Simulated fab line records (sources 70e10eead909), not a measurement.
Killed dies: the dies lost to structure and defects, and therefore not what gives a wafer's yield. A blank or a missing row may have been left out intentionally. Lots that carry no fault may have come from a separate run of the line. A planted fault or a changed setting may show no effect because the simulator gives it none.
fab line records	flow nandHarc
[record] lots = 14	wafers = 42	lastDay = 33
route steps=1302 shown A_CHANNEL_FILL_D2@619 A_STAIRCASE@645
lots with no fault: from the same line, run without faults
startH: the number of hours between the record's first day and the start of the first shown wafer of the lot	waitH: hours from the lot's prior step to this one	" repeats the value in the row above	L1.1+2: a single row standing in for several wafers	- either no value or no given start	* or withheld: withheld	< > ~ a bound
route shown NAME@n: a module of which the file shows steps, and the number in the route of the first	usual: the fault-free wafers' mean and standard deviation	same: alike in all rows	chamber/n: place in a boat	sites: readings site by site	_std_site: standard deviation of those values	_edge_site: mean of outer sites minus mean of inner sites	radiusMm: for every site, how far away it sits from the centre of the wafer	mask NAME#n: copy n	behind: the most recent tool/chamber to have shaped the wafer	hold: why the lot was held/for how many hours/how that ended	device: transistor that didn't switch, given as n, p or np	end of line: the tests these same wafers got at the end of their route	for a step that has no rows: nothing shown but its recipe	killed: not the wafer's yield, but the dies lost to structure and defects at the first sort	map: a wafer's dies, marking killed ones x, the rest . and places with no die _
set.NAME: the setting that was run; set.NAME@STEP: the one run at that earlier step	model.NAME: the simulator's own value behind a step, which no gauge read
steps of the route over a sample of lots; a table a step, a row a wafer
services: the hour from which a tool's chamber was out of use, counted from the record's first day as startH (under 0 if before that day), plus the number of hours and why
[[steps]]
[step NHARC_A_CHANNEL_FILL_D2_ETCHBACK_19]
[recipe] targetDepthA = 50	timeS = 1.7	hbrFlowSccm = 150	cl2FlowSccm = 50	rfW = 400	icpW = 400	biasW = 100	chemistry = HBr/Cl2
[usual] drypumpMotorCurrentA = 5.8/0.49	mfcCl2Sccm = 50.02/0.15	oesProductAu = 1.001/0.0074	throttleValvePct = 26.407/0.0096
lot.wafer	tool	chamber	startH	waitH	drypumpMotorCurrentA	mfcCl2Sccm	oesProductAu	rfHoursCounterH	throttleValvePct
L909.2	rieSi-04	2	321.25	0.4	6.1	50.25	0.997	0.9	26.390
L909.3	"	0	"	"	6.7	49.85	0.998	0.8	26.399
L909.6	"	2	"	"	6.1	50.07	1.002	-	26.391
L910.4	rieSi-04	2	335.30	0.4	6.2	50.03	0.999	1.0	26.408
L910.6	"	2	"	"	6.2	49.98	0.999	-	26.420
L910.5	"	3	"	"	5.7	49.81	0.990	-	26.411
L913.1	rieSi-02	1	367.01	0.4	5.7	50.10	0.996	0.6	26.384
L913.3	"	2	"	"	6.1	50.07	0.997	0.5	26.412
L913.6	"	2	"	"	6.1	49.73	0.994	-	26.402
L914.4	rieSi-06	0	367.04	0.4	5.5	49.93	1.001	0.7	26.417
L914.1	"	1	"	"	6.6	50.01	1.002	0.7	26.408
L914.5	"	3	"	"	5.0	50.19	0.992	-	26.404
L923.3	rieSi-04	2	467.91	0.4	6.2	50.04	1.007	0.8	26.397
L923.2	"	3	"	"	5.7	49.78	1.002	0.7	26.410
L923.6	"	0	"	"	6.6	50.03	1.013	-	26.423
L924.1	rieSi-02	0	472.69	0.4	5.7	50.26	0.995	0.1	26.396
L924.6	"	2	"	"	6.1	49.99	1.003	-	26.405
L924.5	"	3	"	"	5.7	50.19	0.998	-	26.410
L925.1	rieSi-04	1	472.69	0.4	5.8	50.24	1.011	0.9	26.410
L925.2	"	2	"	"	6.1	50.02	1.000	0.8	26.424
L925.5	"	3	"	"	5.7	50.06	1.009	-	26.408
L926.4	rieSi-06	0	486.67	0.4	5.6	49.94	1.007	0.5	26.408
L926.2	"	3	"	"	5.0	49.99	0.998	0.4	26.389
L926.5	"	1	"	"	6.6	50.00	0.999	-	26.418
L927.3	rieSi-06	0	507.55	0.4	5.6	50.00	0.994	0.6	26.405
L927.1	"	3	"	"	5.0	50.27	0.997	0.5	26.401
L927.5	"	1	"	"	6.5	49.93	0.986	-	26.423
L929.1	rieSi-04	1	517.72	0.4	5.8	50.00	1.006	1.2	26.395
L929.3	"	2	"	"	6.1	49.91	0.998	1.2	26.409
L929.2	"	0	"	"	6.7	49.91	0.995	1.1	26.405
L928.4	rieSi-06	0	520.06	0.4	5.6	50.12	1.003	0.6	26.413
L928.2	"	1	"	"	6.5	49.90	0.991	0.7	26.407
L928.1	"	2	"	"	5.4	49.86	0.995	0.7	26.397
L930.3	rieSi-06	3	537.63	0.4	5.0	50.27	0.998	0.7	26.421
L930.4	"	0	"	"	5.5	50.14	1.002	0.7	26.390
L930.1	"	1	"	"	6.5	49.87	1.006	0.7	26.423
L931.2	rieSi-04	3	551.76	0.4	5.7	50.23	1.010	0.1	26.421
L931.4	"	1	"	"	5.8	50.28	1.004	0.1	26.412
L931.6	"	3	"	"	5.7	50.00	0.998	-	26.403
L932.4	rieSi-02	2	551.77	0.4	6.0	49.86	1.012	0.5	26.412
L932.3	"	3	"	"	5.7	50.08	0.994	0.4	26.417
L932.1	"	0	"	"	5.7	50.06	1.003	0.3	26.404
[step NHARC_A_STAIRCASE_EXPOSE_163]
[recipe] na = 0.5	doseMj = 20.01	maskId = STAIR_OPEN
[usual] exposureDoseMJCm2 = 20.007/0.019	focusOffsetNm = -0.3/0.51
lot.wafer	tool	chamber	startH	waitH	mask	exposureDoseMJCm2	focusOffsetNm
L909.2	krfScanner-02	0	345.77	-	STAIR_OPEN#0	19.998	-0.3
L909.3	"	0	"	"	STAIR_OPEN#0	19.962	-0.6
L909.6	"	0	"	"	STAIR_OPEN#0	19.973	0.1
L910.4	krfScanner-04	0	362.19	-	STAIR_OPEN#0	19.985	-0.1
L910.5	"	0	"	"	STAIR_OPEN#0	19.999	0.4
L910.6	"	0	"	"	STAIR_OPEN#0	19.973	0.7
L914.1	krfScanner-02	-	391.69	-	STAIR_OPEN#0	-	-
L914.4	"	-	"	"	STAIR_OPEN#0	-	-
L914.5	"	-	"	"	STAIR_OPEN#0	-	-
L913.1	krfScanner-04	-	391.86	-	STAIR_OPEN#0	-	-
L913.3	"	-	"	"	STAIR_OPEN#0	-	-
L913.6	"	-	"	"	STAIR_OPEN#0	-	-
L923.2	krfScanner-02	0	496.09	-	STAIR_OPEN#0	20.002	-0.2
L923.3	"	0	"	"	STAIR_OPEN#0	20.022	-0.4
L923.6	"	0	"	"	STAIR_OPEN#0	20.030	-0.1
L925.1	krfScanner-01	0	496.24	-	STAIR_OPEN#0	20.032	-1.1
L925.2	"	0	"	"	STAIR_OPEN#0	20.032	-0.7
L925.5	"	0	"	"	STAIR_OPEN#0	20.018	-1.1
L924.1	krfScanner-01	0	501.36	-	STAIR_OPEN#0	20.024	-0.1
L924.5	"	0	"	"	STAIR_OPEN#0	20.012	0.6
L924.6	"	0	"	"	STAIR_OPEN#0	20.005	1.3
L926.2	krfScanner-01	0	511.97	-	STAIR_OPEN#0	20.020	-0.3
L926.4	"	0	"	"	STAIR_OPEN#0	20.021	-0.7
L926.5	"	0	"	"	STAIR_OPEN#0	20.043	-0.8
L927.1	krfScanner-04	0	533.19	-	STAIR_OPEN#0	19.979	-0.2
L927.3	"	0	"	"	STAIR_OPEN#0	19.988	0.3
L927.5	"	0	"	"	STAIR_OPEN#0	20.038	-0.3
L929.1	krfScanner-01	0	541.87	-	STAIR_OPEN#0	19.972	0.2
L929.2	"	0	"	"	STAIR_OPEN#0	20.002	-0.6
L929.3	"	0	"	"	STAIR_OPEN#0	19.999	-0.2
L928.1	krfScanner-04	0	542.05	-	STAIR_OPEN#0	19.977	-1.0
L928.2	"	0	"	"	STAIR_OPEN#0	20.009	-1.0
L928.4	"	0	"	"	STAIR_OPEN#0	19.994	-0.1
L930.1	krfScanner-02	0	564.13	-	STAIR_OPEN#0	20.017	-0.8
L930.3	"	0	"	"	STAIR_OPEN#0	20.017	-0.2
L930.4	"	0	"	"	STAIR_OPEN#0	20.020	0.1
L932.1	krfScanner-01	0	576.65	-	STAIR_OPEN#0	20.024	0.1
L932.3	"	0	"	"	STAIR_OPEN#0	20.034	0.2
L932.4	"	0	"	"	STAIR_OPEN#0	20.020	0.7
L931.2	krfScanner-02	0	576.82	-	STAIR_OPEN#0	19.962	-0.1
L931.4	"	0	"	"	STAIR_OPEN#0	19.998	0.5
L931.6	"	0	"	"	STAIR_OPEN#0	19.997	0.3
[step NHARC_A_STAIRCASE_DESCUM_168]
[recipe] timeS = 3	o2FlowSccm = 200	arFlowSccm = 0	biasPowerW = 0	chemistry = O2
[usual] drypumpMotorCurrentA = 5.7/0.45	o2FlowSccm = 200.0/0.63	oesProductAu = 1.000/0.0066	rfVppV = 57.9/0.93	showerheadPlenumPTorr = 1.90/0.099	throttleValvePct = 11.311/0.009
lot.wafer	tool	chamber	startH	waitH	drypumpMotorCurrentA	o2FlowSccm	oesProductAu	rfHoursCounterH	rfVppV	showerheadPlenumPTorr	throttleValvePct
L909.2	rieDiel-12	0	346.17	-	5.7	200.1	1.012	20	58.8	2.00	11.322
L909.3	"	3	"	"	6.3	199.9	0.992	21	58.7	1.88	11.309
L909.6	"	1	"	"	5.4	199.7	1.003	-	59.0	2.07	11.325
L910.4	rieDiel-08	3	362.55	-	5.8	199.9	0.996	48	57.0	1.81	11.308
L910.5	"	3	"	"	5.8	200.2	1.004	-	58.4	1.81	11.318
L910.6	"	0	"	"	4.9	200.5	0.995	-	58.3	2.06	11.293
L914.1	rieDiel-08	0	392.09	-	4.8	200.6	0.996	6	58.4	2.06	11.314
L914.4	"	1	"	"	5.7	200.0	0.996	5	57.7	1.78	11.307
L914.5	"	3	"	"	5.9	200.4	0.999	-	56.9	1.81	11.304
L913.3	rieDiel-08	1	392.25	-	5.7	200.7	0.996	5	58.1	1.78	11.317
L913.1	"	3	"	"	5.9	200.0	0.985	4	58.6	1.81	11.312
L913.6	"	1	"	"	5.7	200.6	1.007	-	57.6	1.78	11.289
L923.2	rieDiel-12	0	496.46	-	5.7	200.2	1.006	13	58.6	1.98	11.310
L923.3	"	2	"	"	6.3	199.5	1.015	10	57.6	1.81	11.315
L923.6	"	0	"	"	5.7	199.7	1.000	-	58.3	1.98	11.300
L925.1	rieDiel-12	0	496.64	-	5.7	199.9	1.009	13	59.5	1.98	11.317
L925.2	"	3	"	"	6.3	200.0	0.998	12	57.7	1.86	11.313
L925.5	"	0	"	"	5.7	199.9	1.000	-	57.0	1.98	11.285
L924.1	rieDiel-11	2	501.76	-	6.4	199.6	1.016	18	58.0	2.07	11.308
L924.5	"	3	"	"	5.4	199.4	1.004	-	58.6	1.79	11.307
L924.6	"	0	"	"	5.5	199.6	1.003	-	58.6	1.87	11.312
L926.4	rieDiel-11	1	512.35	-	5.4	199.9	1.011	24	57.5	1.96	11.303
L926.2	"	3	"	"	5.4	200.2	0.995	24	55.6	1.79	11.319
L926.5	"	0	"	"	5.5	200.2	1.004	-	57.3	1.87	11.320
L927.1	rieDiel-08	2	533.57	-	6.3	199.7	1.005	54	57.8	1.90	11.334
L927.3	"	0	"	"	4.8	200.7	1.015	55	57.3	2.04	11.308
L927.5	"	2	"	"	6.3	199.9	0.996	-	57.8	1.90	11.307
L929.3	rieDiel-12	0	542.31	-	5.7	200.1	0.995	33	58.5	1.97	11.312
L929.2	"	1	"	"	5.4	198.7	0.987	25	57.6	2.05	11.316
L929.1	"	3	"	"	6.3	199.6	0.993	29	58.6	1.86	11.305
L928.2	rieDiel-12	2	542.46	-	6.3	200.3	1.010	26	56.4	1.80	11.327
L928.4	"	3	"	"	6.3	199.5	1.002	29	57.5	1.86	11.315
L928.1	"	0	"	"	5.7	199.5	0.997	33	58.5	1.97	11.313
L930.1	rieDiel-11	1	564.52	-	5.4	199.2	0.995	41	59.7	1.95	11.307
L930.4	"	2	"	"	6.4	199.8	0.996	41	59.8	2.06	11.311
L930.3	"	3	"	"	5.4	201.3	0.986	44	57.8	1.79	11.305
L932.4	rieDiel-08	3	577.04	-	5.9	201.1	1.002	4	58.8	1.79	11.317
L932.1	"	0	"	"	4.8	199.7	1.011	3	59.2	2.04	11.312
L932.3	"	1	"	"	5.7	199.8	0.997	3	59.4	2.08	11.317
L931.4	rieDiel-11	0	577.19	-	5.6	202.0	0.997	44	58.2	1.86	11.303
L931.2	"	2	"	"	6.4	201.2	1.001	47	58.0	2.06	11.292
L931.6	"	1	"	"	5.4	200.8	1.004	-	58.2	1.95	11.305
[step NHARC_A_STAIRCASE_STRIP_171]
[recipe] powerW = 1500	tempC = 250	chemistry = O2
[usual] drypumpMotorCurrentA = 5.3/0.32	heaterPowerW = 333/22
lot.wafer	tool	chamber	startH	waitH	drypumpMotorCurrentA	heaterPowerW	rfHoursCounterH
L909.2	plasmaAsher-01	1	346.49	-	4.7	315	31
L909.3	"	0	"	"	5.6	307	-
L909.6	"	0	"	"	5.7	306	-
L910.4	plasmaAsher-02	0	362.96	-	5.3	335	-
L910.5	"	0	"	"	5.4	337	-
L910.6	"	1	"	"	5.5	377	-
L914.1	plasmaAsher-02	1	392.42	-	5.4	368	33
L914.4	"	0	"	"	5.4	332	-
L914.5	"	0	"	"	5.4	318	-
L913.1	plasmaAsher-01	0	392.62	-	5.7	311	5
L913.3	"	0	"	"	5.7	322	-
L913.6	"	1	"	"	4.6	319	-
L923.2	plasmaAsher-02	1	496.88	-	5.4	348	8
L923.3	"	1	"	"	5.4	365	-
L923.6	"	0	"	"	5.4	318	-
L925.2	plasmaAsher-02	1	497.11	-	5.4	356	9
L925.1	"	0	"	"	5.4	318	9
L925.5	"	1	"	"	5.4	361	-
L924.1	plasmaAsher-02	1	502.10	-	5.4	354	10
L924.6	"	0	"	"	5.4	320	-
L924.5	"	1	"	"	5.4	373	-
L926.2	plasmaAsher-02	0	512.71	-	5.4	327	12
L926.4	"	0	"	"	5.4	313	-
L926.5	"	0	"	"	5.4	325	-
L927.1	plasmaAsher-02	0	533.98	-	5.4	313	18
L927.3	"	0	"	"	5.4	312	-
L927.5	"	0	"	"	5.4	310	-
L929.1	plasmaAsher-02	1	542.63	-	5.4	360	20
L929.2	"	0	"	"	5.4	312	20
L929.3	"	0	"	"	5.4	322	-
L928.2	plasmaAsher-01	1	542.79	-	4.6	315	1
L928.1	"	0	"	"	5.7	314	1
L928.4	"	1	"	"	4.6	316	-
L930.1	plasmaAsher-02	1	564.83	-	5.4	358	24
L930.3	"	1	"	"	5.4	358	-
L930.4	"	0	"	"	5.4	325	-
L932.1	plasmaAsher-02	0	577.34	-	5.4	325	26
L932.3	"	0	"	"	5.4	315	-
L932.4	"	1	"	"	5.4	366	-
L931.2	plasmaAsher-02	0	577.67	-	5.4	315	27
L931.4	"	1	"	"	5.4	365	-
L931.6	"	1	"	"	5.4	367	-
[[services]]
tool	chamber	startH	hours	kind
krfScanner-02	-	299.78	0.9	repair
rieSi-06	2	308.96	9.1	repair
krfScanner-01	-	312.00	4.0	pm
rieDiel-08	0	329.57	12.2	repair
rieDiel-08	3	331.33	9.0	repair
rieDiel-08	1	334.13	9.5	repair
rieSi-04	-	342.00	9.0	pm
rieDiel-08	-	370.64	9.0	pm
rieSi-06	1	372.11	6.6	repair
rieSi-04	0	399.96	13.3	repair
rieDiel-08	1	406.95	5.1	repair
krfScanner-01	-	410.79	2.8	repair
rieSi-06	-	426.00	9.0	pm
plasmaAsher-02	-	426.40	9.0	pm
krfScanner-02	-	438.00	4.0	pm
rieSi-04	3	440.58	6.8	repair
plasmaAsher-02	-	446.19	20.3	repair
krfScanner-01	-	448.32	2.3	repair
rieDiel-12	-	449.15	9.0	pm
rieDiel-12	-	471.86	0.6	repair
rieSi-04	2	477.47	4.9	repair
krfScanner-01	-	484.00	4.0	pm
rieSi-04	-	519.00	9.0	pm
plasmaAsher-02	-	565.94	0.6	repair
[[key]]
[firstSign] step = NHARC_A_STAIRCASE_EXPOSE_163	reading = toolRecord	direction = missing
effect none on later readings
metAt NHARC_A_STAIRCASE_EXPOSE_163
struckLots L913,L914
laterRowsLeftOut L913.1,L913.3,L913.6,L914.1,L914.4,L914.5
sortLeftOut L913.1,L913.3,L913.6,L914.1,L914.4,L914.5
testerLeftOut L913,L914
notActingAt NHARC_A_CHANNEL_FILL_D2_ETCHBACK_19,NHARC_A_STAIRCASE_DESCUM_168,NHARC_A_STAIRCASE_STRIP_171
onsetBetween 362.19 391.69
[fault] kind = skippedStepWhole	tool = krfScanner-02,krfScanner-04	chamber = -	onsetH = 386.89	steps = NHARC_A_STAIRCASE_EXPOSE_163	scope = struckLotsOnly
// testerLeftOut: of these lots the tester's yield and bins aren't shown, on N5 and GAA mostly nor the transistor test; their killed dies are dies lost to structure and defects alone, not to doping, threshold or leakage, so they don't give the yield
// sortLeftOut: the simulated sort isn't trusted on such a fault, so these wafers' sort isn't shown, and their yield isn't known
// laterRowsLeftOut: the simulator's readings of these wafers behind a module that went badly wrong aren't trusted and aren't shown, but for the sort
